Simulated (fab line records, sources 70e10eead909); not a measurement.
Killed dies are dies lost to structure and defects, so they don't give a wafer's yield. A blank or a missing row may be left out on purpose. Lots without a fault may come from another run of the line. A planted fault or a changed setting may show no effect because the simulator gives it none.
Chamber matching | flow nand_harc | NHARC_A_BONDPAD_DEP_00 on pecvd-04: 3 sister chambers
The step deposits SiCN, target thk 250 nm. 14 wafers are shown with their chamber, then 7 later ones without.

WAFERS WITH THEIR CHAMBER
wafer  | chamber | heater_power_w (W) | heater_power_outer_w (W) | chamber_pressure_Torr (Torr)
L802.1 | 0       | 591                | 295                      | 2.993
L802.5 | 2       | 565                | 326                      | 3.007
L802.6 | 1       | 574                | 297                      | 3.005
L801.2 | 0       | 605                | 328                      | 2.998
L801.3 | 2       | 539                | 302                      | 2.993
L801.5 | 2       | 560                | 311                      | 3.001
L803.1 | 1       | 610                | 320                      | 2.990
L803.5 | 0       | 620                | 331                      | 2.999
L803.6 | 1       | 588                | 319                      | 2.995
L805.2 | 1       | 535                | 272                      | 3.009
L805.4 | 1       | 551                | 289                      | 3.000
L805.5 | 0       | 707                | 392                      | 3.001
L806.3 | 1       | 603                | 318                      | 3.006
L806.4 | 0       | 698                | 399                      | 2.989

SIGNATURES (means of the wafers above)
reading               | chamber 0 | chamber 1 | chamber 2 | scatter within a chamber
heater_power_w        | 644.20    | 576.83    | 554.67    | 38.7
heater_power_outer_w  | 349.00    | 302.50    | 313.00    | 30.6
chamber_pressure_Torr | 2.99600   | 3.00083   | 3.00033   | 0.00645
Rule: a wafer's distance from a chamber is the root of the sum, over the readings, of the square of ((its reading less the chamber's mean) divided by the reading's scatter). The wafer belongs to the nearest chamber; if the next one is less than 2 further off, it can't be placed. The scatter: the root of (the sum of the squares of (reading less its chamber's mean) over the shown wafers, divided by (wafers less chambers)).

WAFERS WITHOUT THEIR CHAMBER
wafer  | heater_power_w (W) | heater_power_outer_w (W) | chamber_pressure_Torr (Torr)
L806.6 | 606                | 348                      | 3.004
L807.1 | 575                | 301                      | 3.001
L807.3 | 697                | 377                      | 2.996
L807.6 | 590                | 314                      | 3.007
L808.1 | 530                | 299                      | 3.006
L808.2 | 623                | 328                      | 2.996
L808.6 | 631                | 346                      | 2.991

WHICH CHAMBER EACH WENT THROUGH
wafer  | from the rows above          | in truth
L806.6 | can't be placed: 0 or 1 or 2 | 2
L807.1 | can't be placed: 1 or 2      | 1
L807.3 | 0                            | 0
L807.6 | can't be placed: 1 or 2 or 0 | 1
L808.1 | can't be placed: 2 or 1      | 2
L808.2 | can't be placed: 0 or 1 or 2 | 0
L808.6 | can't be placed: 0 or 1 or 2 | 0
Placed correctly: 1 of 7. Can't be placed from these rows: 6 (the true chamber is among the candidates in 6). Placed wrongly: 0.
